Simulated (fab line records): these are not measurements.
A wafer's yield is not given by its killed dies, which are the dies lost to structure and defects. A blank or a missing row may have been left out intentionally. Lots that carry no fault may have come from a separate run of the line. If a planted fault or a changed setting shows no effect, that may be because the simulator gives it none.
Which tool did it? / flow n5Finfet / 10 lots, 30 wafers sampled, at 4 steps of a route of 1938

== WHAT EACH GAUGE READ, for each wafer ==
N5_BEOL_M15_INSPECT_55: inspects for defects (darkfield).
lot=L463; measured=day 11 21:49; on=defectInspect-02; rawDefectCount=45 50 60
lot=L464; measured=day 12 12:16; on=defectInspect-02; rawDefectCount=35 45 27
lot=L465; measured=day 12 15:59; on=defectInspect-01; rawDefectCount=109 36 60
lot=L469; measured=day 13 18:55; on=defectInspect-01; rawDefectCount=60 101 103
lot=L468; measured=day 14 01:04; on=defectInspect-01; rawDefectCount=70 56 95
lot=L470; measured=day 14 13:08; on=defectInspect-01; rawDefectCount=40 58 64
lot=L471; measured=day 14 20:30; on=defectInspect-01; rawDefectCount=78 41 47
lot=L472; measured=day 14 23:58; on=defectInspect-01; rawDefectCount=50 60 41
lot=L480; measured=day 17 04:44; on=defectInspect-02; rawDefectCount=75 54 74
lot=L483; measured=day 18 02:33; on=defectInspect-01; rawDefectCount=44 62 44

== EACH LOT AND THE TOOL THAT RAN IT (in order: tool; ch and the chambers of the sampled wafers; start) ==
lot=L463; N5_BEOL_M15_ETCH_61=rieDiel-05 ch 1,2,3, day 11 16:32; N5_BEOL_M15_SPUTTER_44=pvdSputter-01, day 11 20:29; N5_BEOL_M15_CMP_49=cmp-02 ch 0,1,3, day 11 21:22
lot=L464; N5_BEOL_M15_ETCH_61=rieDiel-05 ch 2,3, day 12 07:38; N5_BEOL_M15_SPUTTER_44=pvdSputter-03, day 12 11:04; N5_BEOL_M15_CMP_49=cmp-02 ch 0,1,2, day 12 11:53
lot=L465; N5_BEOL_M15_ETCH_61=rieDiel-02 ch 0,1,3, day 12 12:20; N5_BEOL_M15_SPUTTER_44=pvdSputter-01, day 12 14:47; N5_BEOL_M15_CMP_49=cmp-03 ch 0,3, day 12 15:31
lot=L469; N5_BEOL_M15_ETCH_61=rieDiel-02 ch 0,2, day 13 15:30; N5_BEOL_M15_SPUTTER_44=pvdSputter-03, day 13 17:43; N5_BEOL_M15_CMP_49=cmp-04 ch 1,3, day 13 18:30
lot=L468; N5_BEOL_M15_ETCH_61=rieDiel-06 ch 1,3, day 13 21:39; N5_BEOL_M15_SPUTTER_44=pvdSputter-03, day 13 23:49; N5_BEOL_M15_CMP_49=cmp-04 ch 0,2,3, day 14 00:37
lot=L470; N5_BEOL_M15_ETCH_61=rieDiel-05 ch 1,2,3, day 14 03:18; N5_BEOL_M15_SPUTTER_44=pvdSputter-01, day 14 11:56; N5_BEOL_M15_CMP_49=cmp-04 ch 1,3, day 14 12:40
lot=L471; N5_BEOL_M15_ETCH_61=rieDiel-02 ch 0,3, day 14 18:30; N5_BEOL_M15_SPUTTER_44=pvdSputter-02, day 14 19:18; N5_BEOL_M15_CMP_49=cmp-02 ch 0,1,2, day 14 20:08
lot=L472; N5_BEOL_M15_ETCH_61=rieDiel-06 ch 0,2,3, day 14 19:08; N5_BEOL_M15_SPUTTER_44=pvdSputter-03, day 14 22:38; N5_BEOL_M15_CMP_49=cmp-02 ch 1,2,3, day 14 23:37
lot=L480; N5_BEOL_M15_ETCH_61=rieDiel-06 ch 1,2,3, day 16 18:28; N5_BEOL_M15_SPUTTER_44=pvdSputter-03, day 17 02:51; N5_BEOL_M15_CMP_49=cmp-03 ch 1,2,3, day 17 04:22
lot=L483; N5_BEOL_M15_ETCH_61=rieDiel-05 ch 1,2,3, day 17 22:20; N5_BEOL_M15_SPUTTER_44=pvdSputter-03, day 18 01:20; N5_BEOL_M15_CMP_49=cmp-03 ch 0,1,3, day 18 02:04
- N5_BEOL_M15_ETCH_61: etches BARC in N2/H2, target depth 89 nm, overetch 26.7 nm, time 67.9 s.
- N5_BEOL_M15_SPUTTER_44: material Ta, target thk 15 nm, time 24.19 s.
- N5_BEOL_M15_CMP_49: polishes, stops on SiO2, t overpolish 4.9 s, target thk 850 nm.

== THE ANSWER, worked out from the rows above alone ==
Rule: the lots themselves supply what counts as usual. Put in order of their means at a reading, lots are off if they are a third of the lots or fewer, leave a main group of 4 or more, and stand apart from it by a gap of 3 or more times the standard deviation of the main group's means; of several such gaps the widest counts. The tables above print the reading to a certain number of digits; a main group whose means all agree to those digits is not used. A lot without any number at a reading at which 4 lots or more have one is off too. Where the step has rows for the other lots, those lots are counted as sound.
No lot is off at any reading shown: from this, nothing can be told.

== WHAT THE SIMULATOR HAD INSERTED ==
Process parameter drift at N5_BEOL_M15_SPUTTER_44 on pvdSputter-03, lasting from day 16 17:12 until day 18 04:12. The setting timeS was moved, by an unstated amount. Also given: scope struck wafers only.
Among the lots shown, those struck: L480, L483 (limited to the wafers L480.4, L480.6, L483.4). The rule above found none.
